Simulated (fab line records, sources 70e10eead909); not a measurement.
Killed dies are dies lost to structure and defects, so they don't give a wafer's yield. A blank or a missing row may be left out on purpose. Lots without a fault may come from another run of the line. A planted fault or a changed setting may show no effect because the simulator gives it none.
A struck lot beside a sound one | flow nand_harc | 13 steps out of a route of 1159
Sound: wafers L198.1, L198.2, L198.4. Struck: wafers L209.1, L209.2. (L209.5 of the same lot was not struck and is left out.) The cause comes at the end.
At each step with rows: each side's tool, then ch and its chambers, then its first start. Under that, the readings that differ: sound wafers | struck wafers | difference of the means | sigmas: that difference in standard deviations of wafers without a fault.
alike: readings whose means differ by less than 2 such deviations, and words and numbers that are the same on both sides. not compared: withheld readings, readings that some wafer has no value for, bounds like >300 that may hide the same value, and numbers for which the record gives no deviation and whose values overlap.
The two part at a step that has a row with sigmas, a row that says differs or no value, or rows on one side only. Numbers that don't overlap but have no deviation are shown without sigmas and don't part them. A reading that every wafer of one side lacks parts them only if that side has two wafers or more.

first, 3 steps without rows for these wafers: NHARC_A_STAIRCASE_PEB_07 (peb time 130 s); NHARC_A_STAIRCASE_DEVELOP_08 (time 140 s); NHARC_A_STAIRCASE_HARDBAKE_10 (time 140 s).
NHARC_A_STAIRCASE_DESCUM_11: chemistry O2, time 3 s.
  sound on rie_diel-09 ch 0,2,3, day 11 11:35; struck on rie_diel-09 ch 1,2, day 14 20:22
  reading                | sound    | struck | difference | sigmas
  rf_hours_counter_h (h) | 63 56 60 | 24 23  | -36        |
  alike: drypump_motor_current_A, o2_flow_sccm, oes_product_au, rf_vpp_V, showerhead_plenum_p_Torr, throttle_valve_pct
NHARC_A_STAIRCASE_TRIM_12: chemistry O2, time 211.2 s.
  sound on rie_diel-09 ch 0,2,3, day 11 11:41; struck on rie_diel-09 ch 0,2, day 14 20:29
  reading                | sound    | struck | difference | sigmas
  rf_hours_counter_h (h) | 63 60 56 | 25 24  | -35        |
  alike: drypump_motor_current_A, o2_flow_sccm, oes_product_au, rf_vpp_V, showerhead_plenum_p_Torr, throttle_valve_pct
NHARC_A_STAIRCASE_ETCH_13: etches the open film in C4F8/O2, target depth 100 nm, time 40.5 s.
  sound on rie_diel-09 ch 1,2,3; struck on rie_diel-09 ch 0,1
  reading                | sound    | struck | difference | sigmas
  rf_hours_counter_h (h) | 61 60 63 | 25 23  | -37        |
  alike: oes_product_au, rf_fwd_power_W, rf_vpp_V, run_length_s
then, 2 steps without rows for these wafers: NHARC_A_STAIRCASE_TRIM_14 (chemistry O2, time 211.2 s); NHARC_A_STAIRCASE_ETCH_15 (etches the open film in C4F8/O2, target depth 100 nm, time 40.5 s).
NHARC_A_STAIRCASE_TRIM_16: chemistry O2, time 211.2 s.
  sound on rie_diel-09 ch 1,2,3; struck on rie_diel-09 ch 1,2
  reading                | sound    | struck | difference | sigmas
  rf_hours_counter_h (h) | 64 61 60 | 24 24  | -38        |
  alike: drypump_motor_current_A, o2_flow_sccm, oes_product_au, rf_vpp_V, showerhead_plenum_p_Torr, throttle_valve_pct
NHARC_A_STAIRCASE_ETCH_17: etches the open film in C4F8/O2, target depth 100 nm, time 40.5 s.
  sound on rie_diel-09 ch 0,1,2; struck on rie_diel-09 ch 0,1
  reading                | sound    | struck | difference | sigmas
  rf_hours_counter_h (h) | 64 60 57 | 26 24  | -35        |
  alike: oes_product_au, rf_fwd_power_W, rf_vpp_V, run_length_s
then, 1 step without rows for these wafers: NHARC_A_STAIRCASE_TRIM_18 (chemistry O2, time 211.2 s).
NHARC_A_STAIRCASE_ETCH_19: etches the open film in C4F8/O2, target depth 100 nm, time 40.5 s.
  sound on rie_diel-09 ch 0,2,3, day 11 12:46; struck on rie_diel-09 ch 0,3, day 14 21:29
  reading                | sound          | struck    | difference                    | sigmas
  rf_fwd_power_W (W)     | 594 587 588    | - -       | no value on the struck wafers |
  rf_hours_counter_h (h) | 64 57 61       | 26 27     | -34                           |
  run_length_s (s)       | 62.1 61.8 61.6 | 49.6 49.2 | -12.4                         | -33
  alike: oes_product_au, rf_vpp_V
-- the record jumps here: 8 days lie between the struck wafers' starts before and after (it left off in module A_STAIRCASE and takes up again in module END, whose first step shown is number 1159 of the route) --
NHARC_END_SORT_01:
  the record has rows for the struck wafers here (prober-01 ch 0, day 23 06:09) and none for the sound ones

WHERE THEY PART
First at NHARC_A_STAIRCASE_ETCH_19; last, within this record, at NHARC_END_SORT_01.

WHY: what the simulator had put in
Process parameter drift: rie_diel-09, from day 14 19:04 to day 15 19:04, at NHARC_A_STAIRCASE_ETCH_19. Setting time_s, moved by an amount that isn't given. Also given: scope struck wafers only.
